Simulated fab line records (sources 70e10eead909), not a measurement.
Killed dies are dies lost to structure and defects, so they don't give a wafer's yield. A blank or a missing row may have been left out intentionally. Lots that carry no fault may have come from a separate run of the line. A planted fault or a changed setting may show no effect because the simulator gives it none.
fab line records	flow nandHarc
record lots=13	wafers=37	lastDay=33
route steps=1302 shown THIN_TSV@1270 END@1302
lots that met no fault: taken from a fault-free run of the same line
startH: start of the lot's first displayed wafer, in hours after the record's first day	waitH: hours elapsed since this lot's preceding step	" identical to the entry in the row above	L1.1+2: several wafers, shown together as one row	- no value, or no start was given	* or withheld: withheld	< > ~ a bound
route shown NAME@n: a module of which the file shows steps, and the number in the route of the first	usual: mean/standard deviation taken from wafers without a fault	same: alike in all rows	chamber/n: place in a boat	sites: each site's reading	_std_site: their standard deviation	_edge_site: inner sites' mean taken away from outer sites' mean	radiusMm: for every site, how far away it sits from the centre of the wafer	mask NAME#n: copy n	behind: tool/chamber where the wafer was last shaped	hold: why the lot was held/for how many hours/how that ended	device: the n, p or np transistor that did not switch	end of line: the route-end tests of the same wafers	a step given without rows: its recipe and nothing more	killed: dies lost to structure and defects at the first sort, not the wafer's yield	map: a wafer's dies, x killed, . not, _ none there
set.NAME: the setting as run; set.NAME@STEP: as run at that earlier step	model.NAME: the simulator's own value behind a step, which no gauge read
the route's steps for a sample of lots (tables are steps, rows are wafers)
services: from which hour (startH, from the record's first day; less than 0 if before it) a tool's chamber was out of use, for how many hours, and why
## steps
# step NHARC_THIN_TSV_DEGAS_49
# recipe tempC=300	timeS=120
# usual heaterPowerW=456/32
lot.wafer	tool	chamber	startH	waitH	heaterPowerW
L558.1	pvdSputter-01	-	556.53	0.3	510
L558.4	"	-	"	"	452
L558.5	"	-	"	"	489
L557.1	pvdSputter-01	-	562.84	0.1	379
L557.6	"	-	"	"	428
L557.5	"	-	"	"	379
L562.3	pvdSputter-02	-	610.74	0.1	447
L562.4	"	-	"	"	421
L562.5	"	-	"	"	461
L561.1	pvdSputter-01	-	612.22	0.1	448
L561.3	"	-	"	"	523
L561.6	"	-	"	"	423
L564.1	pvdSputter-03	-	619.02	0.1	507
L564.4	"	-	"	"	462
L564.6	"	-	"	"	434
L560.4	pvdSputter-02	-	620.18	0.1	420
L560.5	"	-	"	"	440
L560.6	"	-	"	"	472
L563.4	pvdSputter-02	-	621.37	0.1	437
L563.3	"	-	"	"	448
L563.5	"	-	"	"	420
L570.1	pvdSputter-03	-	693.28	0.1	476
L570.6	"	-	"	"	453
L570.5	"	-	"	"	481
L571.1	pvdSputter-01	-	694.35	0.2	420
L571.6	"	-	"	"	456
L569.6	pvdSputter-02	-	697.89	0.1	413
L569.5	"	-	"	"	451
L576.2	pvdSputter-02	-	740.97	0.2	436
L576.4	"	-	"	"	441
L576.5	"	-	"	"	421
L579.2	pvdSputter-03	-	773.97	0.1	469
L579.1	"	-	"	"	464
L579.5	"	-	"	"	468
L578.3	pvdSputter-03	-	775.08	0.1	446
L578.6	"	-	"	"	512
L578.5	"	-	"	"	480
# step NHARC_THIN_TSV_ECD_20
# recipe targetThkA=20000	material=Cu
lot.wafer	tool	chamber	startH	waitH
L558.1+4+5	ecdCu-01	1,0,1	557.38	-
L557.1+6+5	ecdCu-02	0,0,1	563.29	-
L562.3+4+5	ecdCu-01	0,1,0	611.39	-
L561.1+3+6	ecdCu-01	0,1,0	612.78	-
L564.1+4+6	ecdCu-02	0,1,1	619.57	-
L560.4+5+6	ecdCu-01	1,1,0	620.80	-
L563.4+3+5	ecdCu-02	1,0,1	622.01	-
L570.1+5+6	ecdCu-02	0,1,0	693.84	-
L571.1+6	ecdCu-02	0,1	694.89	-
L569.5+6	ecdCu-02	0,1	698.69	-
L576.2+4+5	ecdCu-01	1	741.50	-
L579.2+1+5	ecdCu-01	1,0,0	774.41	-
L578.3+5+6	ecdCu-01	0,0,1	775.81	-
# step NHARC_THIN_TSV_PRE_CLEAN_54
# recipe timeS=30	tempC=280	gas=H2/He
# usual heaterPowerW=399/28
lot.wafer	tool	chamber	startH	waitH	heaterPowerW
L558.4	pvdSputter-01	-	558.92	0.1	385
L558.1	"	-	"	"	447
L558.5	"	-	"	"	386
L557.1	pvdSputter-01	-	564.94	0.1	392
L557.6	"	-	"	"	342
L557.5	"	-	"	"	449
L562.4	pvdSputter-02	-	612.79	0.1	380
L562.3	"	-	"	"	369
L562.5	"	-	"	"	411
L561.3	pvdSputter-03	-	614.34	0.1	426
L561.1	"	-	"	"	372
L561.6	"	-	"	"	406
L564.1	pvdSputter-03	-	621.07	0.1	384
L564.4	"	-	"	"	437
L564.6	"	-	"	"	435
L560.4	pvdSputter-01	-	622.23	0.1	464
L560.6	"	-	"	"	388
L560.5	"	-	"	"	366
L563.4	pvdSputter-01	-	623.43	0.1	378
L563.3	"	-	"	"	404
L563.5	"	-	"	"	381
L570.1	pvdSputter-02	-	695.34	0.0	367
L570.6	"	-	"	"	368
L570.5	"	-	"	"	401
L571.1	pvdSputter-01	-	696.45	0.1	390
L571.6	"	-	"	"	462
L569.6	pvdSputter-02	-	699.94	0.1	367
L569.5	"	-	"	"	405
L576.2	pvdSputter-02	-	743.06	0.1	373
L576.4	"	-	"	"	400
L576.5	"	-	"	"	408
L579.2	pvdSputter-02	-	776.01	0.1	400
L579.1	"	-	"	"	403
L579.5	"	-	"	"	395
L578.3	pvdSputter-03	-	777.28	0.1	401
L578.5	"	-	"	"	393
L578.6	"	-	"	"	455
# step NHARC_THIN_TSV_DESCUM_35
# recipe timeS=3	o2FlowSccm=200	arFlowSccm=0	biasPowerW=0	chemistry=O2
# usual drypumpMotorCurrentA=5.6/0.45	mfcArSccm=0.009/0.014	oesProductAu=1.000/0.013	rfVppV=57.8/0.99	showerheadPlenumPTorr=1.92/0.085	throttleValvePct=11.312/0.0099
lot.wafer	tool	chamber	startH	waitH	drypumpMotorCurrentA	mfcArSccm	oesProductAu	rfHoursCounterH	rfVppV	showerheadPlenumPTorr	throttleValvePct
L558.4	rieDiel-09	0	560.15	-	4.9	0.011	0.995	3	59.0	1.81	11.303
L558.1	"	2	"	"	6.2	0	1.001	3	58.2	1.78	11.318
L558.5	"	0	"	"	5.0	0.011	0.975	-	57.5	1.81	11.314
L557.1	rieDiel-02	0	566.18	-	5.3	0.003	1.008	11	58.7	2.00	11.315
L557.6	"	0	"	"	5.3	0.003	1.004	-	59.4	2.00	11.301
L557.5	"	3	"	"	5.2	0.014	1.008	-	55.8	1.99	11.312
L562.4	rieDiel-09	2	613.89	-	6.2	0	0.991	4	55.9	1.78	11.296
L562.3	"	1	"	"	5.8	0.041	1.008	5	58.4	1.98	11.303
L562.5	"	3	"	"	5.6	0	1.020	-	56.5	1.97	11.320
L561.3	rieDiel-09	2	615.55	-	6.3	0	0.984	4	59.0	1.78	11.309
L561.1	"	0	"	"	5.0	0.011	0.966	5	57.1	1.81	11.327
L561.6	"	2	"	"	6.3	0	0.981	-	55.4	1.78	11.297
L564.1	rieDiel-09	3	622.31	-	5.6	0	1.024	5	59.0	1.97	11.314
L564.6	"	3	"	"	5.6	0	1.023	-	57.3	1.97	11.310
L564.4	"	0	"	"	5.0	0.011	0.980	-	58.0	1.81	11.320
L560.6	rieDiel-09	1	623.48	-	5.8	0.041	0.998	-	57.6	1.98	11.307
L560.4	"	3	"	"	5.6	0	1.007	-	59.6	1.97	11.336
L560.5	"	0	"	"	5.0	0.011	0.967	-	56.5	1.81	11.303
L563.4	rieDiel-02	0	624.52	-	5.2	0.003	1.006	5	57.3	1.99	11.321
L563.3	"	3	"	"	5.3	0.014	1.009	5	58.1	1.99	11.308
L563.5	"	1	"	"	5.7	0.001	0.980	-	57.7	1.93	11.319
L570.1	rieDiel-10	1	696.47	-	5.9	0.020	0.990	6	56.2	1.88	11.325
L570.6	"	3	"	"	6.4	0.001	0.995	-	57.2	1.84	11.322
L570.5	"	0	"	"	5.2	0	0.997	-	56.4	1.88	11.309
L571.1	rieDiel-10	1	697.67	-	5.9	0.020	1.000	6	59.7	1.88	11.309
L571.6	"	1	"	"	5.9	0.020	1.009	-	58.0	1.88	11.304
L569.5	rieDiel-09	0	701.17	-	5.0	0.011	1.009	-	57.5	1.81	11.319
L569.6	"	1	"	"	5.8	0.041	0.999	-	57.4	1.98	11.321
L576.2	rieDiel-02	3	744.28	-	5.3	0.014	1.008	12	59.2	1.98	11.315
L576.4	"	1	"	"	5.7	0.001	1.004	-	58.6	1.93	11.313
L576.5	"	3	"	"	5.3	0.014	1.004	-	57.8	1.98	11.313
L579.2	rieDiel-02	2	777.24	-	4.9	0	0.996	1	57.4	1.99	11.313
L579.1	"	0	"	"	5.2	0.003	1.016	1	58.3	1.99	11.326
L579.5	"	1	"	"	5.7	0.001	0.981	-	57.5	1.93	11.305
L578.3	rieDiel-02	2	778.51	-	4.9	0	0.974	1	55.8	1.99	11.313
L578.6	"	3	"	"	5.3	0.014	1.008	-	58.1	1.98	11.329
L578.5	"	0	"	"	5.2	0.003	1.011	-	57.8	1.99	11.321
# step NHARC_END_SORT_01
# recipe tempC=25
# usual defectLimitedYield=91/3.1	killedAtArray=54/21	killedAtOther=0.9/1.1	killedAtPeriphery=3.5/2.5	killedDies=58/21	killedOpen=3.3/1.9	killedShort=2.6/1.8	sort_bin_2_pct=3.0/1.4	sort_bin_3_pct=0.6/0.41	sort_bin_4_pct=4.9/1.7	sortNPass=619/21	sortRimYieldPct=92/4	sortYieldPct=91/3.1
# same grossDies=677	sort_bin_5_pct[%]=0	sort_bin_6_pct[%]=0	sort_bin_7_pct[%]=0	sort_bin_8_pct[%]=0	sortRimNGross=106.00
lot.wafer	tool	chamber	startH	waitH	defectLimitedYield[%]	killedAtArray	killedAtOther	killedAtPeriphery	killedDies	killedOpen	killedShort	sort_bin_2_pct[%]	sort_bin_3_pct[%]	sort_bin_4_pct[%]	sortNPass	sortRimYieldPct[%]	sortYieldPct[%]
L558.1	prober-02	0	568.35	2.5	91	56	0	2	58	2	3	1.9	0.3	6.4	619	92	91
L558.4	prober-02	0	570.76	3.4	92	53	0	4	57	6	2	3.2	0.4	4.7	620	96	92
L558.5	prober-02	0	571.56	3.7	92	52	0	4	56	5	0	2.8	0.3	5.2	621	95	92
L557.1	prober-02	0	577.29	2.5	97	14	2	3	19	3	0	0.9	0.1	1.8	658	97	97
L557.5	prober-02	0	580.49	3.7	95	21	1	10	32	1	2	1.3	0.1	3.2	645	98	95
L557.6	prober-02	0	581.28	4.0	95	25	1	8	34	2	2	1.6	0.6	2.8	643	95	95
L561.1	prober-02	0	622.75	2.5	87	85	2	2	89	1	1	4.7	1.3	7.1	588	88	87
L561.3	prober-02	0	624.35	3.1	87	85	4	1	90	1	4	4.4	1.2	7.7	587	92	87
L561.6	prober-02	0	626.75	4.0	87	87	2	0	89	3	4	5.2	0.9	7.1	588	91	87
L562.3	prober-01	0	624.34	3.1	94	36	2	2	40	2	2	2.8	0.1	3.0	637	97	94
L562.4	prober-01	0	625.14	3.4	93	44	0	2	46	3	0	2.4	0.6	3.8	631	96	93
L562.5	prober-01	0	625.94	3.7	93	44	1	0	45	1	1	1.5	1.2	4.0	632	95	93
L564.1	prober-02	0	631.30	2.5	95	33	0	3	36	1	5	1.9	0.1	3.2	641	92	95
L564.4	prober-02	0	633.69	3.4	95	33	2	0	35	2	2	1.3	0	3.8	642	92	95
L564.6	prober-02	0	635.28	4.0	93	44	0	1	45	5	1	2.4	0.3	4.0	632	92	93
L560.4	prober-01	0	633.72	3.4	96	21	1	3	25	1	1	1.6	0.3	1.8	652	94	96
L560.5	prober-01	0	634.53	3.7	96	23	0	3	26	2	6	0.7	0.4	2.7	651	95	96
L560.6	prober-01	0	635.33	4.0	95	31	0	2	33	3	0	1.3	0	3.5	644	95	95
L563.3	prober-02	0	640.69	3.1	90	67	1	2	70	2	3	4.7	1.2	4.4	607	89	90
L563.4	prober-02	0	641.50	3.4	88	78	0	3	81	3	5	4.4	1.2	6.4	596	97	88
L563.5	prober-02	0	642.30	3.7	85	96	1	7	104	6	1	5.9	1.3	8.1	573	91	85
L571.1	prober-02	0	705.47	2.5	0	58	617	2	677	3	6	93.8	0.9	5.3	0	0	0
L571.6	prober-02	0	709.44	4.0	0	62	612	3	677	5	9	93.8	0.4	5.8	0	0	0
L570.1	prober-01	0	705.48	2.5	0	58	614	5	677	1	1	93.2	0.6	6.2	0	0	0
L570.5	prober-01	0	708.70	3.7	90	53	0	13	66	5	1	3.5	0.6	5.6	611	93	90
L570.6	prober-01	0	709.50	4.0	0	56	615	6	677	6	5	94.8	0.3	4.9	0	0	0
L569.5	prober-02	0	719.18	3.7	89	67	0	8	75	2	7	4.1	0.9	6.1	602	91	89
L569.6	prober-02	0	719.99	4.0	0	60	611	6	677	5	3	93.4	0.7	5.9	0	0	0
L576.2	prober-01	0	756.47	2.8	94	35	2	3	40	5	3	1.6	0.3	4.0	637	94	94
L576.4	prober-01	0	758.06	3.4	95	32	1	2	35	2	2	1.0	0.6	3.5	642	95	95
L576.5	prober-01	0	758.86	3.7	94	40	0	4	44	3	5	3.0	0.6	3.0	633	95	94
L579.1	prober-02	0	786.07	2.5	95	26	6	2	34	7	2	1.2	0.3	3.5	643	95	95
L579.2	prober-02	0	786.85	2.8	96	22	1	4	27	5	4	1.6	0	2.4	650	94	96
L579.5	prober-02	0	789.21	3.6	96	26	1	2	29	6	4	1.6	0.1	2.5	648	97	96
L578.3	prober-01	0	787.63	3.1	90	65	1	1	67	1	3	3.1	0.4	6.4	610	85	90
L578.5	prober-01	0	789.22	3.7	89	74	0	2	76	5	3	3.4	0.9	6.9	601	83	89
L578.6	prober-01	0	790.01	4.0	93	41	1	5	47	2	4	1.8	1.2	4.0	630	90	93
# killed by level:class
L558.1 A_CHANNEL_HOLE_D2:chamberFilmFlake=36 A_CHANNEL_FILL_D1:chamberFilmFlake=4 A_CONTACT:chamberFilmFlake=4 A_CHANNEL_HOLE_D1:chamberFilmFlake=2 A_DECK1_JOINT:chamberFilmFlake=2 A_SLIT:chamberFilmFlake=2 A_WL_FILL:chamberFilmFlake=2 P_BONDPAD:geometricParticle:short=1
L558.4 A_CHANNEL_HOLE_D2:chamberFilmFlake=34 A_CONTACT:chamberFilmFlake=5 P_GATE:chamberFilmFlake=2 A_CHANNEL_HOLE_D1:chamberFilmFlake=2 A_ONON_D1:geometricParticle:open=1 A_CHANNEL_FILL_D1:geometricParticle:open=1 A_DECK1_JOINT:geometricParticle:open=1 A_ONON_D2:geometricParticle:open=1
L558.5 A_CHANNEL_HOLE_D2:chamberFilmFlake=33 A_CHANNEL_FILL_D1:chamberFilmFlake=6 A_CONTACT:chamberFilmFlake=4 A_WL_FILL:chamberFilmFlake=3 P_GATE:chamberFilmFlake=2 A_SLIT:chamberFilmFlake=2 P_CONTACT:geometricParticle:open=1 P_BONDPAD:geometricParticle:open=1
L557.1 A_CHANNEL_HOLE_D2:chamberFilmFlake=6 A_DECK1_JOINT:chamberFilmFlake=3 A_STAIRCASE:chamberFilmFlake=2 P_M0:geometricParticle:open=1 A_ONON_D2:geometricParticle:open=1 STARTING-WAFER:geometricParticle:open=1 P_ZERO_WELL:chamberFilmFlake=1 P_GATE:chamberFilmFlake=1
L557.5 P_GATE:chamberFilmFlake=9 A_CHANNEL_HOLE_D2:chamberFilmFlake=6 A_STAIRCASE:chamberFilmFlake=6 A_CHANNEL_HOLE_D1:chamberFilmFlake=3 A_SLIT:chamberFilmFlake=2 A_SOURCE_PLATE:geometricParticle:open=1 A_ONON_D1:geometricParticle:short=1 A_CHANNEL_FILL_D1:geometricParticle:short=1
L557.6 A_CHANNEL_HOLE_D2:chamberFilmFlake=9 P_GATE:chamberFilmFlake=7 A_STAIRCASE:chamberFilmFlake=5 A_CHANNEL_HOLE_D1:chamberFilmFlake=4 A_SGD_CUT:chamberFilmFlake=2 P_CONTACT:geometricParticle:open=1 A_SOURCE_PLATE:geometricParticle:short=1 A_DECK1_JOINT:geometricParticle:short=1
L561.1 A_CHANNEL_HOLE_D2:chamberFilmFlake=28 A_CHANNEL_HOLE_D1:chamberFilmFlake=24 A_SLIT:chamberFilmFlake=18 A_CONTACT:chamberFilmFlake=8 A_DECK1_JOINT:chamberFilmFlake=2 P_M0:geometricParticle:short=1 A_SOURCE_PLATE:geometricParticle:open=1 P_STI:chamberFilmFlake=1
L562.3 A_CHANNEL_HOLE_D2:chamberFilmFlake=30 A_CONTACT:chamberFilmFlake=2 P_GATE:geometricParticle:short=1 P_CONTACT:geometricParticle:short=1 A_WL_FILL:geometricParticle:open=1 STARTING-WAFER:geometricParticle:open=1 A_STAIRCASE:chamberFilmFlake=1 A_SLIT:chamberFilmFlake=1
L561.3 A_SLIT:chamberFilmFlake=29 A_CHANNEL_HOLE_D1:chamberFilmFlake=22 A_CHANNEL_HOLE_D2:chamberFilmFlake=22 A_CONTACT:chamberFilmFlake=6 THIN_TSV:chamberFilmFlake=4 A_CHANNEL_FILL_D1:geometricParticle:short=2 P_CONTACT:geometricParticle:open=1 A_SOURCE_PLATE:geometricParticle:short=1
L562.4 A_CHANNEL_HOLE_D2:chamberFilmFlake=32 A_CHANNEL_HOLE_D1:chamberFilmFlake=3 A_CHANNEL_FILL_D1:chamberFilmFlake=2 P_M1:geometricParticle:open=1 A_DECK1_JOINT:geometricParticle:open=1 A_CHANNEL_HOLE_D2:geometricParticle:open=1 P_STI:chamberFilmFlake=1 A_CHANNEL_FILL_D2:chamberFilmFlake=1
L562.5 A_CHANNEL_HOLE_D2:chamberFilmFlake=32 A_STAIRCASE:chamberFilmFlake=4 A_CHANNEL_HOLE_D1:chamberFilmFlake=4 A_CHANNEL_HOLE_D2:geometricParticle:open=1 A_CHANNEL_FILL_D2:geometricParticle:short=1 A_DECK1_JOINT:chamberFilmFlake=1 A_SLIT:chamberFilmFlake=1 THIN_TSV:chamberFilmFlake=1
L561.6 A_CHANNEL_HOLE_D1:chamberFilmFlake=32 A_CHANNEL_HOLE_D2:chamberFilmFlake=29 A_SLIT:chamberFilmFlake=16 A_CHANNEL_FILL_D1:geometricParticle:open=2 A_WL_FILL:geometricParticle:short=2 A_CONTACT:chamberFilmFlake=2 THIN_TSV:chamberFilmFlake=2 A_DECK1_JOINT:geometricParticle:short=1
L564.1 A_SLIT:chamberFilmFlake=17 A_CHANNEL_HOLE_D2:chamberFilmFlake=6 A_ONON_D2:geometricParticle:short=2 A_WL_FILL:geometricParticle:short=2 A_CONTACT:chamberFilmFlake=2 P_M0:geometricParticle:open=1 A_ONON_D1:geometricParticle:short=1 P_ZERO_WELL:chamberFilmFlake=1
L564.4 A_SLIT:chamberFilmFlake=12 A_CHANNEL_HOLE_D2:chamberFilmFlake=12 A_CHANNEL_FILL_D2:chamberFilmFlake=2 A_SOURCE_PLATE:geometricParticle:short=1 A_BLC:geometricParticle:open=1 A_M1:geometricParticle:open=1 STARTING-WAFER:geometricParticle:short=1 A_CHANNEL_HOLE_D1:chamberFilmFlake=1
L560.4 A_CHANNEL_HOLE_D2:chamberFilmFlake=6 A_CHANNEL_FILL_D1:chamberFilmFlake=3 A_WL_FILL:chamberFilmFlake=3 A_CHANNEL_HOLE_D1:chamberFilmFlake=2 A_STAIRCASE:chamberFilmFlake=2 A_CONTACT:chamberFilmFlake=2 P_GATE:geometricParticle:open=1 A_BLC:geometricParticle:short=1
L560.5 A_CHANNEL_HOLE_D2:chamberFilmFlake=6 A_CONTACT:chamberFilmFlake=5 A_CHANNEL_HOLE_D1:chamberFilmFlake=3 A_ONON_D1:geometricParticle:short=2 P_GATE:chamberFilmFlake=2 P_GATE:geometricParticle:open=1 A_CHANNEL_FILL_D1:geometricParticle:short=1 A_ONON_D2:geometricParticle:short=1
L564.6 A_SLIT:chamberFilmFlake=27 A_CHANNEL_HOLE_D2:chamberFilmFlake=6 A_CHANNEL_HOLE_D1:chamberFilmFlake=3 A_CHANNEL_FILL_D2:geometricParticle:open=2 A_SOURCE_PLATE:geometricParticle:short=1 A_ONON_D1:geometricParticle:open=1 A_SGD_CUT:geometricParticle:open=1 A_CONTACT:geometricParticle:open=1
L560.6 A_CHANNEL_HOLE_D2:chamberFilmFlake=12 A_CONTACT:chamberFilmFlake=4 A_CHANNEL_HOLE_D1:chamberFilmFlake=2 A_CHANNEL_FILL_D1:chamberFilmFlake=2 A_DECK1_JOINT:chamberFilmFlake=2 A_SLIT:chamberFilmFlake=2 A_WL_FILL:chamberFilmFlake=2 A_M1:chamberFilmFlake=2
L563.3 A_CHANNEL_HOLE_D2:chamberFilmFlake=24 A_CHANNEL_HOLE_D1:chamberFilmFlake=18 A_SLIT:chamberFilmFlake=15 A_STAIRCASE:chamberFilmFlake=2 A_CONTACT:chamberFilmFlake=2 A_CHANNEL_HOLE_D1:geometricParticle:open=1 A_DECK1_JOINT:geometricParticle:short=1 A_SGD_CUT:geometricParticle:open=1
L563.4 A_CHANNEL_HOLE_D2:chamberFilmFlake=25 A_CHANNEL_HOLE_D1:chamberFilmFlake=21 A_SLIT:chamberFilmFlake=21 A_CHANNEL_FILL_D2:geometricParticle:open=2 A_SGD_CUT:geometricParticle:short=2 P_M2:chamberFilmFlake=2 A_CHANNEL_FILL_D1:geometricParticle:short=1 A_DECK1_JOINT:geometricParticle:short=1
L563.5 A_CHANNEL_HOLE_D2:chamberFilmFlake=32 A_CHANNEL_HOLE_D1:chamberFilmFlake=27 A_SLIT:chamberFilmFlake=23 A_CONTACT:chamberFilmFlake=6 A_ZERO_WELL:chamberFilmFlake=3 P_CONTACT:geometricParticle:open=2 P_STI:chamberFilmFlake=2 P_M2:chamberFilmFlake=2
L571.1 THIN_TSV:areaEcd=615 A_CHANNEL_HOLE_D1:chamberFilmFlake=32 A_SLIT:chamberFilmFlake=6 A_CONTACT:chamberFilmFlake=6 A_CHANNEL_FILL_D1:geometricParticle:short=2 A_STAIRCASE:chamberFilmFlake=2 A_WL_FILL:chamberFilmFlake=2 THIN_TSV:chamberFilmFlake=2
L570.1 THIN_TSV:areaEcd=612 A_CHANNEL_HOLE_D1:chamberFilmFlake=42 A_SLIT:chamberFilmFlake=5 P_M1:chamberFilmFlake=3 A_CHANNEL_FILL_D2:chamberFilmFlake=2 A_WL_FILL:chamberFilmFlake=2 A_CONTACT:chamberFilmFlake=2 THIN_TSV:chamberFilmFlake=2
L570.5 A_CHANNEL_HOLE_D1:chamberFilmFlake=30 A_CONTACT:chamberFilmFlake=8 P_M1:chamberFilmFlake=6 P_BONDPAD:chamberFilmFlake=3 A_STAIRCASE:chamberFilmFlake=3 A_SLIT:chamberFilmFlake=3 P_M2:chamberFilmFlake=2 A_ZERO_WELL:chamberFilmFlake=2
L571.6 THIN_TSV:areaEcd=612 A_CHANNEL_HOLE_D1:chamberFilmFlake=33 A_SLIT:chamberFilmFlake=7 A_CONTACT:chamberFilmFlake=4 A_DECK1_JOINT:chamberFilmFlake=3 P_CONTACT:geometricParticle:short=2 A_SOURCE_PLATE:geometricParticle:short=2 A_ONON_D1:geometricParticle:short=2
L570.6 THIN_TSV:areaEcd=614 A_CHANNEL_HOLE_D1:chamberFilmFlake=36 A_CHANNEL_FILL_D2:chamberFilmFlake=4 P_M1:chamberFilmFlake=3 A_ONON_D1:geometricParticle:short=2 A_WL_FILL:geometricParticle:open=2 A_CONTACT:chamberFilmFlake=2 P_M0:geometricParticle:open=1
L569.5 A_CHANNEL_HOLE_D1:chamberFilmFlake=31 A_CHANNEL_HOLE_D2:chamberFilmFlake=17 A_WL_FILL:geometricParticle:short=3 P_M1:chamberFilmFlake=3 A_STAIRCASE:chamberFilmFlake=3 A_SLIT:chamberFilmFlake=3 P_M0:geometricParticle:short=2 A_ONON_D2:geometricParticle:short=2
L569.6 THIN_TSV:areaEcd=611 A_CHANNEL_HOLE_D1:chamberFilmFlake=33 A_CHANNEL_HOLE_D2:chamberFilmFlake=8 A_STAIRCASE:chamberFilmFlake=3 A_SLIT:chamberFilmFlake=3 P_M1:chamberFilmFlake=2 A_ZERO_WELL:chamberFilmFlake=2 A_CHANNEL_FILL_D2:chamberFilmFlake=2
L576.2 A_CHANNEL_HOLE_D1:chamberFilmFlake=10 A_SLIT:chamberFilmFlake=9 A_STAIRCASE:chamberFilmFlake=4 A_CHANNEL_HOLE_D2:chamberFilmFlake=3 A_DECK1_JOINT:geometricParticle:open=2 A_CONTACT:chamberFilmFlake=2 A_SOURCE_PLATE:geometricParticle:short=1 A_CHANNEL_HOLE_D1:geometricParticle:open=1
L576.4 A_CHANNEL_HOLE_D1:chamberFilmFlake=13 A_STAIRCASE:chamberFilmFlake=6 A_SLIT:chamberFilmFlake=6 A_CONTACT:chamberFilmFlake=3 A_ONON_D2:geometricParticle:short=1 A_CHANNEL_FILL_D2:geometricParticle:open=1 A_CHANNEL_FILL_D2:geometricParticle:short=1 STARTING-WAFER:geometricParticle:open=1
L576.5 A_CHANNEL_HOLE_D1:chamberFilmFlake=16 A_SLIT:chamberFilmFlake=10 A_CONTACT:chamberFilmFlake=5 P_GATE:chamberFilmFlake=3 A_STAIRCASE:chamberFilmFlake=2 A_DECK1_JOINT:geometricParticle:short=2 P_M0:geometricParticle:open=1 A_CHANNEL_FILL_D1:geometricParticle:short=1
L579.1 A_SLIT:chamberFilmFlake=8 A_STAIRCASE:chamberFilmFlake=4 THIN_TSV:chamberFilmFlake=4 STARTING-WAFER:geometricParticle:short=2 A_M0:chamberFilmFlake=2 P_STI:geometricParticle:open=1 A_CHANNEL_FILL_D1:geometricParticle:open=1 A_ONON_D2:geometricParticle:open=1
L579.2 A_SLIT:chamberFilmFlake=6 A_CHANNEL_FILL_D1:chamberFilmFlake=2 A_CONTACT:chamberFilmFlake=2 P_M0:geometricParticle:open=1 P_M0:geometricParticle:short=1 A_CHANNEL_HOLE_D1:geometricParticle:open=1 A_CHANNEL_FILL_D1:geometricParticle:short=1 A_DECK1_JOINT:geometricParticle:open=1
L578.3 A_CHANNEL_HOLE_D2:chamberFilmFlake=19 A_SLIT:chamberFilmFlake=19 A_CONTACT:chamberFilmFlake=10 A_CHANNEL_HOLE_D1:chamberFilmFlake=9 A_DECK1_JOINT:chamberFilmFlake=3 A_CHANNEL_HOLE_D2:geometricParticle:short=1 A_CHANNEL_FILL_D2:geometricParticle:short=1 A_BLC:geometricParticle:open=1
L579.5 A_SLIT:chamberFilmFlake=7 A_WL_FILL:geometricParticle:open=3 A_ONON_D1:geometricParticle:open=2 A_STAIRCASE:chamberFilmFlake=2 A_CONTACT:chamberFilmFlake=2 A_SOURCE_PLATE:geometricParticle:short=1 A_CHANNEL_FILL_D1:geometricParticle:short=1 A_CHANNEL_FILL_D2:geometricParticle:short=1
L578.5 A_CHANNEL_HOLE_D2:chamberFilmFlake=22 A_SLIT:chamberFilmFlake=18 A_CHANNEL_HOLE_D1:chamberFilmFlake=13 A_CONTACT:chamberFilmFlake=10 A_DECK1_JOINT:geometricParticle:short=3 P_STI:chamberFilmFlake=2 A_STAIRCASE:chamberFilmFlake=2 A_ONON_D1:geometricParticle:open=1
L578.6 A_SLIT:chamberFilmFlake=15 A_CHANNEL_HOLE_D2:chamberFilmFlake=8 A_CONTACT:chamberFilmFlake=7 A_CHANNEL_HOLE_D1:chamberFilmFlake=3 A_SOURCE_PLATE:geometricParticle:short=2 P_STI:chamberFilmFlake=2 A_CHANNEL_FILL_D2:chamberFilmFlake=2 P_GATE:geometricParticle:short=1
## services
tool	chamber	startH	hours	kind
pvdSputter-03	-	538.51	59.4	repair
pvdSputter-02	-	553.71	21.4	repair
rieDiel-09	2	574.61	14.1	repair
ecdCu-02	-	594.84	0.6	repair
ecdCu-02	-	596.27	8.0	pm
pvdSputter-01	-	598.32	10.0	pm
rieDiel-09	2	616.52	14.2	repair
pvdSputter-01	-	630.80	2.8	repair
pvdSputter-02	-	638.00	10.0	pm
rieDiel-09	1	650.24	4.6	repair
pvdSputter-01	-	655.97	2.6	repair
rieDiel-09	3	662.59	11.6	repair
rieDiel-09	-	674.16	9.0	pm
pvdSputter-03	-	675.90	1.4	repair
ecdCu-01	-	688.00	8.0	pm
pvdSputter-01	-	699.70	1.2	repair
pvdSputter-03	-	704.64	10.0	pm
ecdCu-01	-	709.37	1.7	repair
ecdCu-02	-	728.26	2.1	repair
ecdCu-01	-	733.80	0.7	repair
pvdSputter-03	-	757.54	2.6	repair
pvdSputter-01	-	767.14	1.7	repair
ecdCu-02	-	772.27	8.0	pm
pvdSputter-01	-	776.34	10.0	pm
## key
firstSign step=NHARC_END_SORT_01	reading=killedAtOther	direction=up	sigmas=99+	usual=0.9	struck=613.8
effect step=NHARC_END_SORT_01	reading=sort_bin_2_pct	direction=up	sigmas=65	usual=3.0	struck=93.8
moreKillsBornAt NHARC_THIN_TSV_ECD_20@ecdCu-02=3064
metAt NHARC_THIN_TSV_ECD_20
struckLots L569,L570,L571
struckWafers L569.6,L570.1,L570.6,L571.1,L571.6
laterRowsLeftOut L569.6,L570.1,L570.6,L571.1,L571.6
notActingAt NHARC_THIN_TSV_DEGAS_49,NHARC_THIN_TSV_PRE_CLEAN_54,NHARC_THIN_TSV_DESCUM_35
onsetBetween 622.01 693.84
fault kind=processParameterDrift	tool=ecdCu-02	chamber=-	onsetH=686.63	steps=NHARC_THIN_TSV_ECD_20	channel=targetThkA	offset=*	shape=step	endH=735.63	scope=struckWafersOnly	actsIn=*	stated=*
# laterRowsLeftOut: the simulator's readings of these wafers behind a module that went badly wrong aren't trusted and aren't shown, but for the sort
